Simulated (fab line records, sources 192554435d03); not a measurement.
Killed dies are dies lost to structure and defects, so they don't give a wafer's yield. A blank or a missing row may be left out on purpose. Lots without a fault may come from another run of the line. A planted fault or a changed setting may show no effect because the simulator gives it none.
Chamber matching | flow n5_finfet | N5_BEOL_M9_ILD_DEP_00 on pecvd-04: 3 sister chambers
The step deposits SiCOH lowk from DEMS/porogen, target thk 308.51 nm, time 58 s. 6 wafers are shown with their chamber, then 11 later ones without.

WAFERS WITH THEIR CHAMBER
wafer  | chamber | throttle_valve_pct (%) | showerhead_plenum_p_Torr (Torr)
L089.4 | 0       | 14.9                   | 5.746
L089.6 | 1       | 14.1                   | 5.745
L091.1 | 2       | 13.3                   | 5.789
L091.2 | 0       | 14.9                   | 5.729
L091.6 | 2       | 13.4                   | 5.775
L093.1 | 1       | 14.2                   | 5.741

WAFERS WITHOUT THEIR CHAMBER
wafer  | throttle_valve_pct (%) | showerhead_plenum_p_Torr (Torr)
L093.3 | 13.5                   | 5.755
L093.4 | 15.1                   | 5.733
L094.2 | 14.1                   | 5.749
L094.3 | 13.4                   | 5.759
L094.5 | 14.9                   | 5.725
L096.4 | 15.2                   | 5.728
L096.5 | 13.3                   | 5.773
L096.6 | 13.7                   | 5.766
L097.1 | 14.1                   | 5.736
L097.4 | 13.9                   | 5.749
L097.5 | 13.3                   | 5.769

WHICH CHAMBER EACH WENT THROUGH
wafer  | from the rows above     | in truth
L093.3 | 2                       | 2
L093.4 | 0                       | 0
L094.2 | 1                       | 1
L094.3 | 2                       | 2
L094.5 | 0                       | 0
L096.4 | 0                       | 0
L096.5 | 2                       | 2
L096.6 | can't be placed: 2 or 1 | 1
L097.1 | 1                       | 1
L097.4 | 1                       | 1
L097.5 | 2                       | 2
Placed correctly: 10 of 11. Can't be placed from these rows: 1 (the true chamber is among the candidates in 1). Placed wrongly: 0.
How it was worked out, from the rows above alone: a wafer's distance from a chamber is the root of the sum, over the readings, of the square of ((its reading less the chamber's mean) divided by the reading's scatter). The wafer belongs to the nearest chamber; if the next one is less than 2 further off, it can't be placed. A chamber's mean is the mean of its shown wafers. The scatter: the root of (the sum of the squares of (reading less its chamber's mean) over the shown wafers, divided by (wafers less chambers)).
